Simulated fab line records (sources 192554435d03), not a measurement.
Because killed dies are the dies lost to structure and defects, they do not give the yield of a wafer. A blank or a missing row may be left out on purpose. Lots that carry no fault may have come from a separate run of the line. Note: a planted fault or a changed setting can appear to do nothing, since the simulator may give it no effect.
fab line records ; flow n5Finfet ; part 1 of 2: steps 1 to 21 of 22
record: lots: 7; wafers: 21; lastDay: 18
route steps=1938 shown BEOL_M3@1001 BEOL_M4@1111 PASSIVATION@1936
lots that met no fault: from a run of the same line without faults
startH: hours from the record's first day to the start of the lot's first wafer shown ; waitH: hours since the lot's step before ; " as in the row above ; L1.1+2: one row covering several wafers at once ; - no value, or no start given ; * or withheld: withheld ; < > ~ a bound
route shown NAME@n: a module of which the file shows steps, and the number in the route of the first ; usual: average and standard deviation across the fault-free wafers ; same: alike in all rows ; chamber/n: place in a boat ; sites: the reading at each site ; _std_site: the values' standard deviation ; _edge_site: mean of outer sites minus mean of inner sites ; radiusMm: for every site, how far away it sits from the centre of the wafer ; mask NAME#n: copy n ; behind: the tool/chamber that last shaped the wafer ; hold: what put the lot on hold/how long, in hours/how the hold closed ; device: transistor that didn't switch, given as n, p or np ; end of line: at the end of the route, the tests of the same wafers ; a step given without rows: its recipe and nothing more ; killed: dies that structure and defects cost at the first sort, which is not the same as the wafer's yield ; map: dies across one wafer; x = killed, . = not, _ = none there
set.NAME: setting as actually run; set.NAME@STEP: the setting as run at that earlier step ; model.NAME: the simulator's own value behind a step, which no gauge read
certain route steps with their lots: each step a table, each wafer a row
services: from which hour (startH, from the record's first day; less than 0 if before it) a tool's chamber was out of use, for how many hours, and why
== steps ==
step: N5_BEOL_M3_ANNEAL_87
recipe: tempC: 400; timeS: 240; ambient: vacuum
step: N5_BEOL_M3_SPUTTER_88
recipe: material: Cu; targetThkA: 45; tempC: -20; chamberPressurePa: 0.07; powerW: withheld; timeS: 8.29
step: N5_BEOL_M3_ANNEAL_89
recipe: tempC: 400; timeS: 240; ambient: vacuum
usual: heaterPowerW: 848/64
lot.wafer;tool;chamber;startH;waitH;heaterPowerW
L679.1;pvdSputter-03;-;183.60;0.0;793
L679.3;pvdSputter-03;-;183.60;0.0;802
L679.6;pvdSputter-03;-;183.60;0.0;875
L684.1;pvdSputter-02;-;202.43;0.0;909
L684.2;pvdSputter-02;-;202.43;0.0;768
L684.3;pvdSputter-02;-;202.43;0.0;864
L683.1;pvdSputter-01;-;210.52;0.0;748
L683.2;pvdSputter-01;-;210.52;0.0;900
L683.4;pvdSputter-01;-;210.52;0.0;905
L687.1;pvdSputter-01;-;216.10;0.0;779
L687.4;pvdSputter-01;-;216.10;0.0;888
L687.6;pvdSputter-01;-;216.10;0.0;748
L685.1;pvdSputter-03;-;221.91;0.0;849
L685.2;pvdSputter-03;-;221.91;0.0;823
L685.3;pvdSputter-03;-;221.91;0.0;880
L695.1;pvdSputter-01;-;266.92;0.0;799
L695.4;pvdSputter-01;-;266.92;0.0;728
L695.6;pvdSputter-01;-;266.92;0.0;753
L698.3;pvdSputter-01;-;303.87;0.0;884
L698.4;pvdSputter-01;-;303.87;0.0;759
L698.6;pvdSputter-01;-;303.87;0.0;915
step: N5_BEOL_M3_SPUTTER_90
recipe: material: Cu; targetThkA: 45; tempC: -20; chamberPressurePa: 0.07; powerW: withheld; timeS: 8.29
step: N5_BEOL_M3_ANNEAL_91
recipe: tempC: 400; timeS: 240; ambient: vacuum
step: N5_BEOL_M3_SPUTTER_92
recipe: material: Cu; targetThkA: 45; tempC: -20; chamberPressurePa: 0.07; powerW: withheld; timeS: 8.29
usual: chamberPressurePa: 0.06998/0.00016; chuckGasFlowSccm: 1.26/0.054; throttleValvePct: 30.3/0.94
lot.wafer;tool;chamber;startH;waitH;chamberPressurePa;chuckGasFlowSccm;throttleValvePct
L679.1;pvdSputter-03;-;183.96;0.1;0.06993;1.22;29.7
L679.3;pvdSputter-03;-;183.96;0.1;0.0698;1.34;30.6
L679.6;pvdSputter-03;-;183.96;0.1;0.07025;1.28;29.9
L684.1;pvdSputter-02;-;202.79;0.1;0.07003;1.32;30.9
L684.2;pvdSputter-02;-;202.79;0.1;0.06981;1.27;30.9
L684.3;pvdSputter-02;-;202.79;0.1;0.07037;1.31;28.5
L683.1;pvdSputter-01;-;210.88;0.1;0.06999;1.20;30.9
L683.2;pvdSputter-01;-;210.88;0.1;0.06992;1.35;29.8
L683.4;pvdSputter-01;-;210.88;0.1;0.06995;1.24;31.8
L687.1;pvdSputter-01;-;216.46;0.1;0.07019;1.33;29.8
L687.4;pvdSputter-01;-;216.46;0.1;0.06997;1.22;29.7
L687.6;pvdSputter-01;-;216.46;0.1;0.07019;1.25;31.0
L685.1;pvdSputter-03;-;222.27;0.1;0.06971;1.26;30.3
L685.2;pvdSputter-03;-;222.27;0.1;0.06999;1.25;29.8
L685.3;pvdSputter-03;-;222.27;0.1;0.07004;1.30;30.2
L695.1;pvdSputter-01;-;267.28;0.1;0.07001;1.26;29.8
L695.4;pvdSputter-01;-;267.28;0.1;0.06987;1.33;31.0
L695.6;pvdSputter-01;-;267.28;0.1;0.07009;1.26;30.8
L698.3;pvdSputter-01;-;304.23;0.1;0.06988;1.26;30.0
L698.4;pvdSputter-01;-;304.23;0.1;0.06996;1.28;31.0
L698.6;pvdSputter-01;-;304.23;0.1;0.07015;1.26;32.1
step: N5_BEOL_M3_ANNEAL_93
recipe: tempC: 400; timeS: 240; ambient: vacuum
step: N5_BEOL_M3_SPUTTER_94
recipe: material: Cu; targetThkA: 45; tempC: -20; chamberPressurePa: 0.07; powerW: withheld; timeS: 8.29
step: N5_BEOL_M3_ANNEAL_95
recipe: tempC: 400; timeS: 240; ambient: vacuum
usual: heaterPowerW: 846/65
lot.wafer;tool;chamber;startH;waitH;heaterPowerW
L679.1;pvdSputter-03;-;184.26;0.0;795
L679.3;pvdSputter-03;-;184.26;0.0;839
L679.6;pvdSputter-03;-;184.26;0.0;853
L684.1;pvdSputter-02;-;203.09;0.0;907
L684.2;pvdSputter-02;-;203.09;0.0;774
L684.3;pvdSputter-02;-;203.09;0.0;854
L683.1;pvdSputter-01;-;211.18;0.0;733
L683.2;pvdSputter-01;-;211.18;0.0;914
L683.4;pvdSputter-01;-;211.18;0.0;876
L687.1;pvdSputter-01;-;216.76;0.0;791
L687.4;pvdSputter-01;-;216.76;0.0;878
L687.6;pvdSputter-01;-;216.76;0.0;726
L685.1;pvdSputter-03;-;222.57;0.0;797
L685.2;pvdSputter-03;-;222.57;0.0;810
L685.3;pvdSputter-03;-;222.57;0.0;856
L695.1;pvdSputter-01;-;267.58;0.0;781
L695.4;pvdSputter-01;-;267.58;0.0;729
L695.6;pvdSputter-01;-;267.58;0.0;731
L698.3;pvdSputter-01;-;304.53;0.0;915
L698.4;pvdSputter-01;-;304.53;0.0;730
L698.6;pvdSputter-01;-;304.53;0.0;904
step: N5_BEOL_M3_SPUTTER_96
recipe: material: Cu; targetThkA: 45; tempC: -20; chamberPressurePa: 0.07; powerW: withheld; timeS: 8.29
step: N5_BEOL_M3_ECD_50
recipe: material: Cu; targetThkA: 3000
step: N5_BEOL_M3_ANNEAL_51
recipe: tempC: 225; timeS: 90; ambient: N2
step: N5_BEOL_M3_CMP_52
recipe: stopOn: SiOC; tOverpolishS: 6.8; downForcePsi: 1; platenRpm: 50; clearingPlatenDownForcePsi: 1.5; clearingPlatenRpm: 50; postCmpClean: cuAlkaline; targetThkNm: 40; clearingPlatenPadVelocityMS: 0.99484; padVelocityMS: 0.99484
usual: barrierFieldEndpointS: 24.5/0.67; clearingPlatenDownForcePsi: 1.5002/0.0028; clearingPlatenRpm: 50.004/0.028; motorCurrentA: 6.1/0.73; overpolishRunS: 6.799/0.0092; timeToEndpointS: 62/3.3
lot.wafer;tool;chamber;startH;waitH;barrierFieldEndpointS;clearingPlatenDownForcePsi;clearingPlatenRpm;motorCurrentA;overpolishRunS;timeToEndpointS;model.Cu_of_BEOL_M3_ECD_50.thkNm;model.SiO2_of_BEOL_M3_PECVD_72.thkNm;model.SiOC_of_BEOL_M3_ILD_DEP_00.thkNm
L679.3;cmp-02;2;184.93;0.2;23.7;1.4999;50.004;5.5;6.803;59;38.4;0;74.4
L679.1;cmp-02;3;184.93;0.2;23.9;1.4989;49.979;5.2;6.795;58;39.6;0;75.2
L679.6;cmp-02;1;184.93;0.2;24.7;1.5000;50.059;4.8;6.807;62;43;0;78
L684.1;cmp-01;3;203.72;0.3;23.5;1.5007;49.965;6.8;6.782;59;37.6;0;74.8
L684.3;cmp-01;0;203.72;0.3;23.6;1.4998;49.996;5.7;6.798;64;40.6;0;76.4
L684.2;cmp-01;1;203.72;0.3;23.9;1.5015;49.980;6.6;6.806;59;38.8;0;75.2
L683.2;cmp-02;1;211.82;0.2;-;-;-;-;-;-;303.2;15.8;77.4
L683.1;cmp-02;2;211.82;0.2;-;-;-;-;-;-;303.8;15.8;76.6
L683.4;cmp-02;0;211.82;0.2;-;-;-;-;-;-;299;16;80
L687.1;cmp-04;0;217.43;0.3;-;-;-;-;-;-;308.8;15.8;79.4
L687.4;cmp-04;1;217.43;0.3;-;-;-;-;-;-;298.4;16;80.4
L687.6;cmp-04;0;217.43;0.3;-;-;-;-;-;-;304.4;16;81
L685.3;cmp-01;2;223.43;0.3;-;-;-;-;-;-;303.8;15.8;78.6
L685.2;cmp-01;3;223.43;0.3;-;-;-;-;-;-;305.2;15.8;77.2
L685.1;cmp-01;0;223.43;0.3;-;-;-;-;-;-;297;15.6;78.2
L695.4;cmp-04;0;268.36;0.1;25.9;1.5006;50.007;7.4;6.800;66;40.8;0;77
L695.1;cmp-04;2;268.36;0.1;25.1;1.5033;49.952;6.0;6.797;66;41.2;0;77.2
L695.6;cmp-04;0;268.36;0.1;25.8;1.5023;49.991;6.9;6.806;67;41;0;77.6
L698.3;cmp-02;0;305.73;0.3;25.4;1.5031;49.979;5.8;6.802;67;41.2;0;76.4
L698.4;cmp-02;1;305.73;0.3;26.2;1.5050;50.016;5.2;6.809;70;43.6;0;77.6
L698.6;cmp-02;3;305.73;0.3;26.1;1.5005;50.022;5.3;6.796;67;41.6;0;76.6
step: N5_BEOL_M3_THK_MEAS_53
recipe: thkMeasGauge: xrf; reads: Cu_of_BEOL_M3_ECD_50
usual: M3_THK: 39.8/1.6
lot.wafer;tool;chamber;startH;waitH;M3_THK[nm]
L679.1;filmMetro-01;-;185.18;-;39.2
L679.3;filmMetro-01;-;185.18;-;38.1
L679.6;filmMetro-01;-;185.18;-;42.8
L684.1;filmMetro-01;-;204.01;-;37.5
L684.2;filmMetro-01;-;204.01;-;38.7
L684.3;filmMetro-01;-;204.01;-;40.2
L683.1;filmMetro-02;-;212.11;0.2;297.7
L683.2;filmMetro-02;-;212.11;0.2;299.4
L683.4;filmMetro-02;-;212.11;0.2;294.0
L687.1;filmMetro-01;-;217.69;0.2;310.9
L687.4;filmMetro-01;-;217.69;0.2;300.4
L687.6;filmMetro-01;-;217.69;0.2;306.4
L685.1;filmMetro-02;-;223.72;0.2;296.2
L685.2;filmMetro-02;-;223.72;0.2;303.1
L685.3;filmMetro-02;-;223.72;0.2;303.2
L695.1;filmMetro-01;-;268.66;-;41.0
L695.4;filmMetro-01;-;268.66;-;40.7
L695.6;filmMetro-01;-;268.66;-;40.9
L698.3;filmMetro-02;-;305.95;-;40.8
L698.4;filmMetro-02;-;305.95;-;43.3
L698.6;filmMetro-02;-;305.95;-;41.3
step: N5_BEOL_M3_PRE_CLEAN_60
recipe: gas: NH3/H2; timeS: 15; tempC: *; rfPowerW: 300
usual: heaterPowerW: 89/16
lot.wafer;tool;chamber;startH;waitH;heaterPowerW
L679.1;cvdCo-02;0;185.22;0.0;103
L679.3;cvdCo-02;1;185.22;0.0;108
L679.6;cvdCo-02;2;185.22;0.0;86
L684.1;cvdCo-02;1;204.05;0.0;108
L684.2;cvdCo-02;2;204.05;0.0;83
L684.3;cvdCo-02;0;204.05;0.0;103
L683.1;cvdCo-01;0;212.16;0.1;64
L683.2;cvdCo-01;2;212.16;0.1;77
L683.4;cvdCo-01;1;212.16;0.1;75
L687.1;cvdCo-01;2;217.83;0.1;76
L687.4;cvdCo-01;0;217.83;0.1;62
L687.6;cvdCo-01;1;217.83;0.1;77
L685.1;cvdCo-02;1;223.76;0.0;108
L685.2;cvdCo-02;2;223.76;0.0;86
L685.3;cvdCo-02;0;223.76;0.0;102
L695.1;cvdCo-02;2;268.70;0.0;86
L695.4;cvdCo-02;2;268.70;0.0;85
L695.6;cvdCo-02;0;268.70;0.0;100
L698.3;cvdCo-02;2;305.98;0.0;88
L698.4;cvdCo-02;0;305.98;0.0;103
L698.6;cvdCo-02;1;305.98;0.0;107
step: N5_BEOL_M3_CO_CAP_55
recipe: material: Co; targetThkA: 20; tempC: 200; precursor: CCTBA/H2; pressureTorr: 30; timeS: 102.1
usual: heaterPowerW: 241/19
lot.wafer;tool;chamber;startH;waitH;heaterPowerW
L679.1;cvdCo-02;0;185.26;0.0;258
L679.3;cvdCo-02;1;185.26;0.0;263
L679.6;cvdCo-02;2;185.26;0.0;236
L684.1;cvdCo-02;1;204.09;0.0;259
L684.2;cvdCo-02;2;204.09;0.0;231
L684.3;cvdCo-02;0;204.09;0.0;254
L683.1;cvdCo-01;0;212.20;0.0;208
L683.2;cvdCo-01;2;212.20;0.0;222
L683.4;cvdCo-01;1;212.20;0.0;228
L687.1;cvdCo-01;2;217.87;0.0;230
L687.4;cvdCo-01;0;217.87;0.0;212
L687.6;cvdCo-01;1;217.87;0.0;225
L685.1;cvdCo-02;1;223.80;0.0;266
L685.2;cvdCo-02;2;223.80;0.0;234
L685.3;cvdCo-02;0;223.80;0.0;252
L695.1;cvdCo-02;2;268.74;0.0;232
L695.4;cvdCo-02;2;268.74;0.0;241
L695.6;cvdCo-02;0;268.74;0.0;265
L698.3;cvdCo-02;2;306.02;0.0;238
L698.4;cvdCo-02;0;306.02;0.0;253
L698.6;cvdCo-02;1;306.02;0.0;263
step: N5_BEOL_M3_PRE_CLEAN_56
recipe: gas: NH3; timeS: 15; tempC: withheld; rfPowerW: 300
step: N5_BEOL_M3_DEP_57
recipe: material: SiCN; targetThkA: 80; tempC: withheld; precursor: 3MS/NH3; pressureTorr: 3; rfW: 202; timeS: 14
step: N5_BEOL_M3_RS_MEAS_58
recipe: thkMeasGauge: four-point-probe; reads: Co_of_BEOL_M3_CO_CAP_55+Cu_of_BEOL_M3_ECD_50+Co_of_BEOL_M3_CVD_47+TaN_of_BEOL_M3_ALD_84
usual: M3_RS: 0.67/0.036
lot.wafer;tool;chamber;startH;waitH;M3_RS[ohm/sq]
L679.1;filmMetro-02;-;185.45;0.0;0.68
L679.3;filmMetro-02;-;185.45;0.0;0.71
L679.6;filmMetro-02;-;185.45;0.0;0.61
L684.1;filmMetro-02;-;204.27;0.0;0.72
L684.2;filmMetro-02;-;204.27;0.0;0.69
L684.3;filmMetro-02;-;204.27;0.0;0.66
L683.1;filmMetro-02;-;212.39;0.0;0.06
L683.2;filmMetro-02;-;212.39;0.0;0.06
L683.4;filmMetro-02;-;212.39;0.0;0.06
L687.1;filmMetro-01;-;218.09;0.1;0.06
L687.4;filmMetro-01;-;218.09;0.1;0.06
L687.6;filmMetro-01;-;218.09;0.1;0.06
L685.1;filmMetro-01;-;224.01;0.1;0.06
L685.2;filmMetro-01;-;224.01;0.1;0.06
L685.3;filmMetro-01;-;224.01;0.1;0.06
L695.1;filmMetro-02;-;268.92;0.0;0.65
L695.4;filmMetro-02;-;268.92;0.0;0.65
L695.6;filmMetro-02;-;268.92;0.0;0.65
L698.3;filmMetro-02;-;306.21;0.1;0.64
L698.4;filmMetro-02;-;306.21;0.1;0.60
L698.6;filmMetro-02;-;306.21;0.1;0.64
step: N5_BEOL_M3_INSPECT_59
recipe: inspectInstrument: darkfield; mode: postDep
usual: rawDefectCount: 76/26
lot.wafer;tool;chamber;startH;waitH;rawDefectCount
L679.1;defectInspect-01;-;185.47;0.0;52
L679.3;defectInspect-01;-;185.47;0.0;49
L679.6;defectInspect-01;-;185.47;0.0;57
L684.1;defectInspect-02;-;204.30;0.0;74
L684.2;defectInspect-02;-;204.30;0.0;65
L684.3;defectInspect-02;-;204.30;0.0;117
L683.1;defectInspect-02;-;212.41;0.0;4970
L683.2;defectInspect-02;-;212.41;0.0;5339
L683.4;defectInspect-02;-;212.41;0.0;5235
L687.1;defectInspect-01;-;218.13;0.0;5122
L687.4;defectInspect-01;-;218.13;0.0;5105
L687.6;defectInspect-01;-;218.13;0.0;5198
L685.1;defectInspect-02;-;224.04;0.0;5152
L685.2;defectInspect-02;-;224.04;0.0;5207
L685.3;defectInspect-02;-;224.04;0.0;5068
L695.1;defectInspect-02;-;268.95;0.0;98
L695.4;defectInspect-02;-;268.95;0.0;69
L695.6;defectInspect-02;-;268.95;0.0;99
L698.3;defectInspect-01;-;306.23;0.0;85
L698.4;defectInspect-01;-;306.23;0.0;80
L698.6;defectInspect-01;-;306.23;0.0;91
step: N5_BEOL_M4_RC_MEAS_101
usual: DIBL_N: 36.0/1.8; DIBL_P: 36.3/2.4; IOFF_N: 0.16/0.035; IOFF_P: 0.21/0.036; ION_N: 673/13; ION_P: 461/7.2; SS_N: 71.4/0.6; SS_P: 73.2/0.7; VT_N: 250/4; VT_P: -250.9/2.9
lot.wafer;tool;chamber;startH;waitH;DIBL_N[mV/V];DIBL_P[mV/V];IOFF_N[nA/um];IOFF_P[nA/um];ION_N[uA/um];ION_P[uA/um];SS_N[mV/dec];SS_P[mV/dec];VT_N[mV];VT_P[mV]
L679.1;prober-02;0;194.97;0.0;34.8;34.2;0.16;0.22;692;476;71.2;72.6;246;-250.6
L679.3;prober-02;0;194.97;0.0;33.9;33.1;0.14;0.19;676;468;70.9;72.6;249;-250.0
L679.6;prober-02;0;194.97;0.0;33.1;32.1;0.13;0.19;667;463;70.6;72.4;250;-249.9
L684.1;prober-01;0;220.82;0.0;35.0;36.7;0.15;0.17;666;447;71.3;72.6;248;-254.2
L684.2;prober-01;0;220.82;0.0;38.7;39.9;0.21;0.22;686;459;71.3;74.2;245;-250.4
L684.3;prober-01;0;220.82;0.0;36.5;38.6;0.16;0.21;670;456;71.4;73.8;248;-254.2
L695.1;prober-01;0;281.20;0.0;35.8;36.1;0.14;0.19;667;454;71.3;73.7;254;-248.7
L695.4;prober-01;0;281.20;0.0;34.6;34.1;0.12;0.16;641;444;71.3;73.0;258;-252.7
L695.6;prober-01;0;281.20;0.0;37.2;37.5;0.17;0.23;680;468;71.4;73.7;249;-247.9
L698.3;prober-02;0;320.03;0.3;35.2;35.6;0.13;0.19;652;459;70.8;73.2;253;-253.7
L698.4;prober-02;0;320.03;0.3;35.7;35.4;0.13;0.19;677;464;71.1;72.7;252;-252.5
L698.6;prober-02;0;320.03;0.3;36.8;38.2;0.16;0.23;671;462;71.4;73.4;250;-249.5
== key ==
firstSign: step: N5_BEOL_M3_CMP_52; reading: toolRecord; direction: missing
effect: step: N5_BEOL_M3_THK_MEAS_53; reading: M3_THK; direction: up; sigmas: 99+; usual: 39.8; struck: 301.3
effect: step: N5_BEOL_M3_RS_MEAS_58; reading: M3_RS; direction: down; sigmas: 17; usual: 0.67; struck: 0.06
effect: step: N5_BEOL_M3_INSPECT_59; reading: rawDefectCount; direction: up; sigmas: 99+; usual: 76; struck: 5155
effect: step: N5_PASSIVATION_PROBE_49; reading: killed_at_M0_to_M3; direction: up; sigmas: 99+; usual: 35; struck: 1114
modelEffect: step: N5_BEOL_M3_CMP_52; value: Cu_of_BEOL_M3_ECD_50.thkNm; without: 40.02; struck: 302.6
moreKillsBornAt: N5_BEOL_M3_CMP_52@cmp-02: 3254; N5_BEOL_M3_CMP_52@cmp-01: 3244; N5_BEOL_M3_CMP_52@cmp-04: 3221
metAt N5_BEOL_M3_CMP_52
struckWafers L683.1,L683.2,L683.4,L685.1,L685.2,L685.3,L687.1,L687.4,L687.6
laterRowsLeftOut L683.1,L683.2,L683.4,L685.1,L685.2,L685.3,L687.1,L687.4,L687.6
onsetBetween 203.72 211.82
fault: kind: skippedStepWhole; tool: cmp-01,cmp-02,cmp-04; chamber: -; onsetH: 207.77; steps: N5_BEOL_M3_CMP_52; scope: struckLotsOnly
laterRowsLeftOut: the simulator's readings of these wafers behind a module that went badly wrong aren't trusted and aren't shown, but for the sort
